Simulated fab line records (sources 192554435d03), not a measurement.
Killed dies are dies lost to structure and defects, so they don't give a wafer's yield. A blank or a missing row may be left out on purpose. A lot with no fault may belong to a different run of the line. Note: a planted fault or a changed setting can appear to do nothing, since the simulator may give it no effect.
Chamber matching :: flow n5Finfet :: N5_STI_FIN_REVEAL_ALD_00 on aldSin-04: 4 sister chambers
The step deposits SiO2, target thk 1 nm, pulse time 1 s. 8 wafers are shown with their chamber, then 9 later ones without.

EACH WAFER AND ITS CHAMBER
wafer: L081.6
chamber: 2
heaterPowerOuterW (W): 237
heaterPowerW (W): 444

wafer: L085.6
chamber: 0
heaterPowerOuterW (W): 266
heaterPowerW (W): 460

wafer: L086.2
chamber: 1
heaterPowerOuterW (W): 231
heaterPowerW (W): 421

wafer: L086.5
chamber: 3
heaterPowerOuterW (W): 222
heaterPowerW (W): 428

wafer: L086.6
chamber: 2
heaterPowerOuterW (W): 236
heaterPowerW (W): 448

wafer: L088.2
chamber: 1
heaterPowerOuterW (W): 233
heaterPowerW (W): 421

wafer: L088.3
chamber: 0
heaterPowerOuterW (W): 266
heaterPowerW (W): 458

wafer: L088.4
chamber: 3
heaterPowerOuterW (W): 225
heaterPowerW (W): 425

WAFERS WHOSE CHAMBER IS MISSING
wafer: L091.1
heaterPowerOuterW (W): 266
heaterPowerW (W): 460

wafer: L091.2
heaterPowerOuterW (W): 233
heaterPowerW (W): 418

wafer: L091.4
heaterPowerOuterW (W): 224
heaterPowerW (W): 432

wafer: L097.1
heaterPowerOuterW (W): 234
heaterPowerW (W): 426

wafer: L097.2
heaterPowerOuterW (W): 228
heaterPowerW (W): 418

wafer: L097.3
heaterPowerOuterW (W): 233
heaterPowerW (W): 433

wafer: L097.4
heaterPowerOuterW (W): 265
heaterPowerW (W): 461

wafer: L097.5
heaterPowerOuterW (W): 259
heaterPowerW (W): 459

wafer: L097.6
heaterPowerOuterW (W): 236
heaterPowerW (W): 427

EACH ONE'S CHAMBER
wafer: L091.1
from the rows above: 0
in truth: 0

wafer: L091.2
from the rows above: 1
in truth: 1

wafer: L091.4
from the rows above: 3
in truth: 3

wafer: L097.1
from the rows above: 1
in truth: 1

wafer: L097.2
from the rows above: 1
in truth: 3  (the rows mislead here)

wafer: L097.3
from the rows above: can't be placed: 1 or 2 or 3
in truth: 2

wafer: L097.4
from the rows above: 0
in truth: 0

wafer: L097.5
from the rows above: 0
in truth: 0

wafer: L097.6
from the rows above: 1
in truth: 1
Placed correctly: 7 of 9. These rows do not allow placing 1 (true chamber among the candidates in 1). 1 placed wrongly.
How it was worked out, from the rows above alone: a wafer's distance from a chamber is the root of the sum, over the readings, of the square of ((its reading less the chamber's mean) divided by the reading's scatter). The wafer belongs to the nearest chamber; if the next one is less than 2 further off, it can't be placed. For every chamber, the mean is computed from those of its wafers that are shown. The scatter is the square root of a quotient: the sum, over the shown wafers, of each reading's squared deviation from its chamber's mean, divided by wafers minus chambers.
